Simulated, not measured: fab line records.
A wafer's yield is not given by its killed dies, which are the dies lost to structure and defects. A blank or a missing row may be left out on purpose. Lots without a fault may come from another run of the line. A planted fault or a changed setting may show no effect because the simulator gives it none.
Which tool did it? :: flow nand-harc :: 12 lots with 36 wafers sampled at 6 steps, on a route of 1159 steps

## WHAT EACH GAUGE READ, for each wafer
NHARC_A_BLC_INSPECT_28.
lot: L075
measured: day 17 21:12
on: defect-inspect-01
raw-defect-count: 643 434 488

lot: L079
measured: day 18 01:02
on: defect-inspect-02
raw-defect-count: 355 628 445

lot: L076
measured: day 18 03:44
on: defect-inspect-01
raw-defect-count: 360 432 411

lot: L084
measured: day 19 16:20
on: defect-inspect-02
raw-defect-count: 300 288 346

lot: L081
measured: day 19 23:59
on: defect-inspect-01
raw-defect-count: 373 339 587

lot: L086
measured: day 20 12:52
on: defect-inspect-01
raw-defect-count: 373 347 375

lot: L087
measured: day 20 16:46
on: defect-inspect-02
raw-defect-count: 445 368 306

lot: L088
measured: day 21 10:20
on: defect-inspect-01
raw-defect-count: 481 320 306

lot: L091
measured: day 21 19:31
on: defect-inspect-02
raw-defect-count: 315 360 326

lot: L094
measured: day 22 14:23
on: defect-inspect-02
raw-defect-count: 489 424 251

lot: L096
measured: day 23 07:19
on: defect-inspect-01
raw-defect-count: 601 449 812

lot: L097
measured: day 24 00:02
on: defect-inspect-01
raw-defect-count: 369 276 385

## EACH LOT AND THE TOOL THAT RAN IT (in order: tool; ch and the chambers of the sampled wafers; start)
lot: L075
NHARC_A_CONTACT_ETCH_78: rie-diel-13 ch 0,1, day 17 18:49 or earlier
NHARC_A_CONTACT_ETCH_89: rie-diel-13 ch 0,1,3, day 17 18:49 or earlier
NHARC_A_BLC_ETCH_18: rie-diel-09 ch 0,2, day 17 18:49
NHARC_A_BLC_DEGAS_30: pvd-sputter-01, day 17 19:49
NHARC_A_BLC_ALD_23: ald-metal-03 ch 2,3, day 17 20:03

lot: L079
NHARC_A_CONTACT_ETCH_78: rie-diel-03 ch 0,1, day 17 23:38 or earlier
NHARC_A_CONTACT_ETCH_89: rie-diel-13 ch 1,3, day 17 23:38 or earlier
NHARC_A_BLC_ETCH_18: rie-diel-06 ch 0,3, day 17 23:38 or earlier
NHARC_A_BLC_DEGAS_30: pvd-sputter-01, day 17 23:38
NHARC_A_BLC_ALD_23: ald-metal-03 ch 0,1,2, day 17 23:55

lot: L076
NHARC_A_CONTACT_ETCH_78: rie-diel-01 ch 1,2,3, day 18 02:18 or earlier
NHARC_A_CONTACT_ETCH_89: rie-diel-13 ch 0,1,3, day 18 02:18 or earlier
NHARC_A_BLC_ETCH_18: rie-diel-08 ch 0,1,3, day 18 02:18 or earlier
NHARC_A_BLC_DEGAS_30: pvd-sputter-03, day 18 02:18
NHARC_A_BLC_ALD_23: ald-metal-03 ch 0,1, day 18 02:35

lot: L084
NHARC_A_CONTACT_ETCH_78: rie-diel-13 ch 0,1,3, day 19 13:59 or earlier
NHARC_A_CONTACT_ETCH_89: rie-diel-03 ch 2,3, day 19 13:59 or earlier
NHARC_A_BLC_ETCH_18: rie-diel-09 ch 0,1,2, day 19 13:59 or earlier
NHARC_A_BLC_DEGAS_30: pvd-sputter-01, day 19 13:59
NHARC_A_BLC_ALD_23: ald-metal-03 ch 0,1,2, day 19 14:13

lot: L081
NHARC_A_CONTACT_ETCH_78: rie-diel-13 ch 1,2,3, day 19 20:44 or earlier
NHARC_A_CONTACT_ETCH_89: rie-diel-13 ch 0,2,3, day 19 20:44 or earlier
NHARC_A_BLC_ETCH_18: rie-diel-09 ch 0,1,2, day 19 20:44 or earlier
NHARC_A_BLC_DEGAS_30: pvd-sputter-02, day 19 20:44
NHARC_A_BLC_ALD_23: ald-metal-02 ch 2,3, day 19 21:00

lot: L086
NHARC_A_CONTACT_ETCH_78: rie-diel-01 ch 0,2,3, day 20 10:19 or earlier
NHARC_A_CONTACT_ETCH_89: rie-diel-03 ch 1,2, day 20 10:19 or earlier
NHARC_A_BLC_ETCH_18: rie-diel-06 ch 0,1,2, day 20 10:19 or earlier
NHARC_A_BLC_DEGAS_30: pvd-sputter-01, day 20 10:19
NHARC_A_BLC_ALD_23: ald-metal-03 ch 0,1,2, day 20 10:35

lot: L087
NHARC_A_CONTACT_ETCH_78: rie-diel-03 ch 0,3, day 20 15:23 or earlier
NHARC_A_CONTACT_ETCH_89: rie-diel-13 ch 1,2, day 20 15:23 or earlier
NHARC_A_BLC_ETCH_18: rie-diel-06 ch 0,1,2, day 20 15:23 or earlier
NHARC_A_BLC_DEGAS_30: pvd-sputter-03, day 20 15:23
NHARC_A_BLC_ALD_23: ald-metal-03 ch 0,1,2, day 20 15:41

lot: L088
NHARC_A_CONTACT_ETCH_78: rie-diel-03 ch 2,3, day 20 22:30 or earlier
NHARC_A_CONTACT_ETCH_89: rie-diel-13 ch 0,2, day 20 22:30 or earlier
NHARC_A_BLC_ETCH_18: rie-diel-09 ch 0,1,2, day 20 22:30 or earlier
NHARC_A_BLC_DEGAS_30: pvd-sputter-01, day 20 22:30
NHARC_A_BLC_ALD_23: ald-metal-02 ch 0,1,3, day 20 22:44

lot: L091
NHARC_A_CONTACT_ETCH_78: rie-diel-13 ch 1,2,3, day 21 13:25 or earlier
NHARC_A_CONTACT_ETCH_89: rie-diel-03 ch 0,1,3, day 21 13:25 or earlier
NHARC_A_BLC_ETCH_18: rie-diel-09 ch 0,2,3, day 21 13:25 or earlier
NHARC_A_BLC_DEGAS_30: pvd-sputter-03, day 21 13:25
NHARC_A_BLC_ALD_23: ald-metal-02 ch 0,2,3, day 21 13:40

lot: L094
NHARC_A_CONTACT_ETCH_78: rie-diel-13 ch 0,2,3, day 22 07:53 or earlier
NHARC_A_CONTACT_ETCH_89: rie-diel-13 ch 0,1,2, day 22 07:53 or earlier
NHARC_A_BLC_ETCH_18: rie-diel-06 ch 0,1,3, day 22 07:53 or earlier
NHARC_A_BLC_DEGAS_30: pvd-sputter-02, day 22 07:53
NHARC_A_BLC_ALD_23: ald-metal-04 ch 0,1,3, day 22 08:09

lot: L096
NHARC_A_CONTACT_ETCH_78: rie-diel-13 ch 1,2,3, day 23 01:56 or earlier
NHARC_A_CONTACT_ETCH_89: rie-diel-01 ch 0,1,2, day 23 01:56 or earlier
NHARC_A_BLC_ETCH_18: rie-diel-08 ch 1,2,3, day 23 01:56 or earlier
NHARC_A_BLC_DEGAS_30: pvd-sputter-03, day 23 01:56
NHARC_A_BLC_ALD_23: ald-metal-03 ch 1,2, day 23 02:11

lot: L097
NHARC_A_CONTACT_ETCH_78: rie-diel-01 ch 0,1,2, day 23 17:37 or earlier
NHARC_A_CONTACT_ETCH_89: rie-diel-13 ch 0,2, day 23 17:37 or earlier
NHARC_A_BLC_ETCH_18: rie-diel-06 ch 0,1,2, day 23 17:37 or earlier
NHARC_A_BLC_DEGAS_30: pvd-sputter-03, day 23 17:37
NHARC_A_BLC_ALD_23: ald-metal-04 ch 0,1,3, day 23 17:53
- NHARC_A_CONTACT_ETCH_78: etches the open film in O2/COS, target depth 2800 nm, time 728 s.
- NHARC_A_CONTACT_ETCH_89: etches the open film in N2/H2, target depth 260 nm, time 475.3 s.
- NHARC_A_BLC_ETCH_18: etches the open film in C4F8/O2/Ar, target depth 910 nm.
- NHARC_A_BLC_DEGAS_30: time 60 s.
- NHARC_A_BLC_ALD_23: deposits TiN, target thk 3 nm, pulse time 1 s, ald cycles 150.

## THE ANSWER, worked out from the rows above alone
Rule: what is usual is taken from the lots themselves. The widest of any qualifying gaps counts: lots, ordered by their means at a reading, are off when they make up no more than a third of the lots, leave a main group of 4 or more, and stand apart from it by 3 or more times the standard deviation of that group's means. If all means in a main group match to the digits the tables above print for the reading, that group is not used. A lot without any number at a reading at which 4 lots or more have one is off too. The other lots that the step has rows for count as sound.
None of the lots is off at any reading shown; this tells nothing.

## WHAT THE SIMULATOR HAD INSERTED
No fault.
